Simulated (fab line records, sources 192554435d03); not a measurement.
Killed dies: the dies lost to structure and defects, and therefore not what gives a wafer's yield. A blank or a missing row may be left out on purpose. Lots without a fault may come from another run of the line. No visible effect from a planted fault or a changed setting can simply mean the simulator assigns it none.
Chamber matching ; flow n5Finfet ; 3 sister chambers for N5_BEOL_M13_ILD_DEP_00 on pecvd-04
The step deposits SiOC from DEMS/O2, target thk 837.92 nm, time 166.4 s. 6 wafers are shown with their chamber, then 12 later ones without.

WAFERS PAIRED WITH THEIR CHAMBERS
wafer;chamber;throttleValvePct (%);heaterPowerW (W)
L087.3;1;11.8;538
L087.4;0;12.8;444
L087.5;1;11.7;547
L092.1;0;12.7;448
L092.2;2;11.2;511
L092.4;2;11.2;541

WAFERS WHOSE CHAMBER IS MISSING
wafer;throttleValvePct (%);heaterPowerW (W)
L091.1;12.4;390
L091.2;11.5;556
L091.3;11.4;567
L091.4;11.5;570
L091.5;12.7;418
L091.6;11.5;453
L094.2;11.5;537
L094.5;11.4;608
L094.6;12.7;461
L097.1;11.1;563
L097.2;11.4;568
L097.6;11.4;575

WHICH CHAMBER EACH ONE RAN IN
wafer;from the rows above;in truth
L091.1;0;0
L091.2;can't be placed: 1 or 2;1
L091.3;can't be placed: 2 or 1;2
L091.4;can't be placed: 1 or 2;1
L091.5;0;0
L091.6;can't be placed: 2 or 1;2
L094.2;can't be placed: 1 or 2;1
L094.5;can't be placed: 2 or 1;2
L094.6;0;0
L097.1;2;2
L097.2;can't be placed: 2 or 1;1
L097.6;can't be placed: 2 or 1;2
Correct placement for 4 of the 12. Can't be placed from these rows: 8 (the true chamber is among the candidates in 8). Number placed wrongly: 0.
How it was worked out, from the rows above alone: a wafer's distance from a chamber is the root of the sum, over the readings, of the square of ((its reading less the chamber's mean) divided by the reading's scatter). If the next closest chamber is less than 2 further off than the closest, the wafer can't be placed; otherwise it belongs to the closest. The mean given for a chamber averages the wafers shown for that chamber. The scatter: take each reading less its chamber's mean, square it, sum over the shown wafers, divide by the number of wafers less the number of chambers, and take the root.
